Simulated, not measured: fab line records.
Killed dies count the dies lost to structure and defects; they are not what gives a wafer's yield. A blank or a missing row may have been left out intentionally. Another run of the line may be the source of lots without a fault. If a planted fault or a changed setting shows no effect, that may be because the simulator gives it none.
Which of the tools did it? -- flow n5 finfet -- 10 lots with 30 wafers sampled at 5 steps, on a route of 1938 steps

WHAT THE GAUGES READ, wafer by wafer
N5_GATE_CUT_CD_MEAS_13: the cd target is 20 nm. Usual: cd nm 19.94 nm, standard deviation 0.27.
lot,measured,on,cd nm (nm),flag
L788,day 5 17:17,cd sem-01,20.07 20.48 19.14,
L790,day 6 06:02,cd sem-02,19.91 19.36 19.86,
L792,day 6 15:52,cd sem-03,20.19 19.76 19.82,
L794,day 7 04:42,cd sem-03,19.73 20.53 19.70,
L796,day 7 17:47,cd sem-03,19.54 19.97 19.98,
L797,day 7 23:11,cd sem-03,20.29 19.77 20.04,
L798,day 8 05:14,cd sem-03,19.84 20.01 20.05,
L802,day 9 04:12,cd sem-02,20.11 19.95 20.54,
L804,day 9 16:24,cd sem-02,19.82 20.20 20.13,
L805,day 10 02:53,cd sem-03,19.74 20.25 20.32,

N5_BEOL_M4_RC_MEAS_101. Usual: DIBL_N 36.7 mV/V, standard deviation 1.8; DIBL_P 37.0 mV/V, standard deviation 2.4; IOFF_N 0.17 nA/um, standard deviation 0.036; IOFF_P 0.22 nA/um, standard deviation 0.042; ION_N 673 uA/um, standard deviation 12; ION_P 462 uA/um, standard deviation 8.5; SS_N 71.7 mV/dec, standard deviation 0.62; SS_P 73.4 mV/dec, standard deviation 0.65; VT_N 250 mV, standard deviation 3.7; VT_P -250 mV, standard deviation 3.7.
lot,measured,on,DIBL_N (mV/V),DIBL_P (mV/V),IOFF_N (nA/um),IOFF_P (nA/um),ION_N (uA/um),ION_P (uA/um),SS_N (mV/dec),SS_P (mV/dec),VT_N (mV),VT_P (mV),flag
L788,day 9 12:34,prober-01,37.7 34.6 35.9,38.4 34.7 35.1,0.17 0.13 0.14,0.21 0.16 0.17,670 671 655,455 456 447,72.2 71.1 71.1,73.5 72.0 73.6,251 252 252,-253 -255 -254,
L790,day 10 08:27,prober-02,36.2 33.3 37.4,37.7 33.2 38.6,0.16 0.12 0.18,0.22 0.17 0.25,675 663 677,471 460 468,71.6 71.1 72.3,73.5 72.6 73.3,249 254 248,-246 -251 -248,
L792,day 10 21:43,prober-01,35.9 35.4 37.8,35.9 35.4 37.7,0.17 0.15 0.20,0.25 0.24 0.29,683 667 672,479 470 474,71.0 72.1 71.9,72.7 72.2 73.1,246 250 245,-243 -244 -243,
L794,day 10 21:02,prober-02,37.4 36.3 37.2,38.1 37.3 36.4,0.18 0.16 0.16,0.23 0.23 0.21,675 687 689,459 471 470,71.5 71.8 71.9,74.1 73.4 73.1,248 249 248,-251 -250 -250,
L796,day 12 07:16,prober-01,34.9 35.1 34.5,37.2 36.2 36.0,0.14 0.13 0.13,0.22 0.19 0.19,669 664 674,465 460 463,70.8 71.2 71.3,73.9 74.0 73.4,252 255 250,-251 -253 -253,
L797,day 12 16:13,prober-01,36.7 35.1 37.1,38.6 35.9 38.7,0.16 0.14 0.19,0.23 0.18 0.23,667 662 691,458 453 466,71.5 72.0 71.7,74.3 74.2 74.5,250 252 245,-251 -257 -253,
L798,day 12 05:52,prober-02,38.3 36.7 38.1,41.0 38.9 40.2,0.20 0.19 0.22,0.29 0.27 0.29,686 693 693,484 477 479,72.5 71.0 71.9,74.2 73.6 73.2,246 246 241,-244 -244 -246,
L802,day 13 12:44,prober-02,39.0 38.3 39.3,38.1 37.9 38.2,0.20 0.18 0.21,0.21 0.22 0.22,679 678 677,459 469 456,72.0 72.0 72.1,72.6 73.0 73.0,248 247 248,-252 -251 -249,
L804,day 13 14:30,prober-02,38.1 39.6 37.0,36.4 38.4 35.7,0.17 0.20 0.15,0.25 0.29 0.23,687 671 683,471 462 470,71.4 72.5 70.7,73.9 73.2 73.3,247 250 249,-248 -247 -248,
L805,day 14 18:44,prober-02,37.6 36.9 36.6,38.4 37.5 37.7,0.18 0.16 0.16,0.24 0.22 0.23,684 671 676,467 460 469,72.0 71.8 71.8,72.7 73.1 73.9,248 249 249,-250 -254 -251,

WHICH TOOL RAN EACH LOT (tool, then ch and the chambers of the sampled wafers, then the start)
lot,N5_HKMG_FIN_ALD_21,N5_GATE_CUT_ETCHBACK_30,N5_GATE_CUT_COAT_34
L788,"ald metal-04 ch 0,2,3, day 5 12:19","rie metal-02 ch 0,1, day 5 13:51","litho track-03 ch 0, day 5 17:01"
L790,"ald metal-04 ch 1,3, day 6 00:34","rie metal-03 ch 0,1, day 6 02:04","litho track-01 ch 0, day 6 05:38"
L792,"ald metal-01 ch 0,3, day 6 10:10","rie metal-03 ch 0, day 6 11:58","litho track-01 ch 0, day 6 15:29"
L794,"ald metal-04 ch 0,2,3, day 6 23:39","rie metal-03 ch 0,1, day 7 01:22","litho track-01 ch 0, day 7 04:26"
L796,"ald metal-04 ch 0,2,3, day 7 12:37","rie metal-03 ch 0,1, day 7 14:06","litho track-04 ch 0, day 7 17:23"
L797,"ald metal-01 ch 0,1,2, day 7 18:07","rie metal-02 ch 0,1, day 7 19:36","litho track-01 ch 0, day 7 22:55"
L798,"ald metal-04 ch 0,1,2, day 8 00:07","rie metal-03 ch 0,1, day 8 01:36","litho track-01 ch 0, day 8 04:59"
L802,"ald metal-04 ch 0,2, day 8 22:56","rie metal-03 ch 0,1, day 9 00:25","litho track-03 ch 0, day 9 03:56"
L804,"ald metal-04 ch 0,2,3, day 9 11:34","rie metal-01 ch 0,1, day 9 13:04","litho track-04 ch 0, day 9 16:08"
L805,"ald metal-04 ch 0,1, day 9 22:03","rie metal-03 ch 0,1, day 9 23:32","litho track-04 ch 0, day 10 02:37"
- N5_HKMG_FIN_ALD_21: deposits TiN, target thk 1.5 nm, pulse time 1 s, purge time 3 s.
- N5_GATE_CUT_ETCHBACK_30: etches TiN in Cl2/Ar, target depth 3 nm.
- N5_GATE_CUT_COAT_34: time 60 s, resist thk 60 nm.

AS READ BY THE TOOLS THEMSELVES (means over the sampled wafers that have a number; for cases with no such wafer, the mark the record gives instead)
N5_HKMG_FIN_ALD_21. Usual: heater power outer w 570 W, standard deviation 60; heater power w 917 W, standard deviation 98; precursor pulse height rel 1.000, standard deviation 0.021.
lot,tool,heater power outer w (W),heater power w (W),precursor pulse height rel,flag
L788,ald metal-04,570,911,0.995,
L790,ald metal-04,533,820,1.015,
L792,ald metal-01,533,874,0.992,
L794,ald metal-04,557,913,1.006,
L796,ald metal-04,568,917,0.998,
L797,ald metal-01,563,924,0.994,
L798,ald metal-04,562,893,0.991,
L802,ald metal-04,581,959,0.978,
L804,ald metal-04,570,903,1.005,
L805,ald metal-04,558,880,0.988,

N5_GATE_CUT_ETCHBACK_30. Usual: drypump motor current A 5.6 A, standard deviation 0.32; oes product au 0.77 a.u., standard deviation 0.11; throttle valve pct 20.80 %, standard deviation 0.23.
lot,tool,drypump motor current A (A),oes product au (a.u.),throttle valve pct (%),flag
L788,rie metal-02,5.4,0.75,20.55,
L790,rie metal-03,5.8,0.70,21.03,
L792,rie metal-03,6.0,0.75,21.01,
L794,rie metal-03,5.7,0.90,20.83,
L796,rie metal-03,5.7,0.89,20.82,
L797,rie metal-02,5.2,0.79,20.56,
L798,rie metal-03,5.7,0.87,20.83,
L802,rie metal-03,5.8,0.81,20.92,
L804,rie metal-01,5.7,0.64,21.03,
L805,rie metal-03,5.8,0.79,20.93,

N5_GATE_CUT_COAT_34. Usual: spin speed rpm 1499.8 rpm, standard deviation 1.
lot,tool,spin speed rpm (rpm),flag
L788,litho track-03,1500.0,
L790,litho track-01,1500.5,
L792,litho track-01,1500.1,
L794,litho track-01,1410.6,OFF
L796,litho track-04,1499.3,
L797,litho track-01,1410.5,OFF
L798,litho track-01,1410.5,OFF
L802,litho track-03,1499.0,
L804,litho track-04,1500.1,
L805,litho track-04,1500.1,

THE ANSWER, worked out from the rows above alone
Rule: a lot is off if the mean of its wafers that have a number lies more than 3 standard deviations from the usual mean. A lot without any number at a reading at which 4 lots or more have one is off too. Any other lot the step has rows for is counted as sound. The gauges are gone through in route order, then the tools' own readings, and for those a lot's mean is taken as printed above. At the first step where some lot is off, the reading lying furthest off is the one used; lots without a number count as furthest.
Off, at N5_GATE_CUT_COAT_34 on spin speed rpm: L794, L797, L798.
If a tool, at that step or one of the process steps before it, ran each lot that is off and ran no sound lot following the first of them, it fits. One fits: N5_GATE_CUT_COAT_34 on litho track-01. Its last sound lot is L792 (day 6 15:29), its first lot that is off L794 (day 7 04:26): a fault that began between those two fits.
On the lots that are off, the tool's own readings at N5_GATE_CUT_COAT_34 differ by more than 5 times the standard deviation of the sound lots' means, which bears it out; spin speed rpm reads 1410.5 rpm there versus 1499.9 rpm on the sound lots.

WHAT HAD BEEN PUT IN BY THE SIMULATOR
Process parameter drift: litho track-01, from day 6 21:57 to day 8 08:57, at N5_GATE_CUT_COAT_34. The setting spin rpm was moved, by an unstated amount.
Lots struck among those shown: L794, L797, L798. The same result came from the rule above.
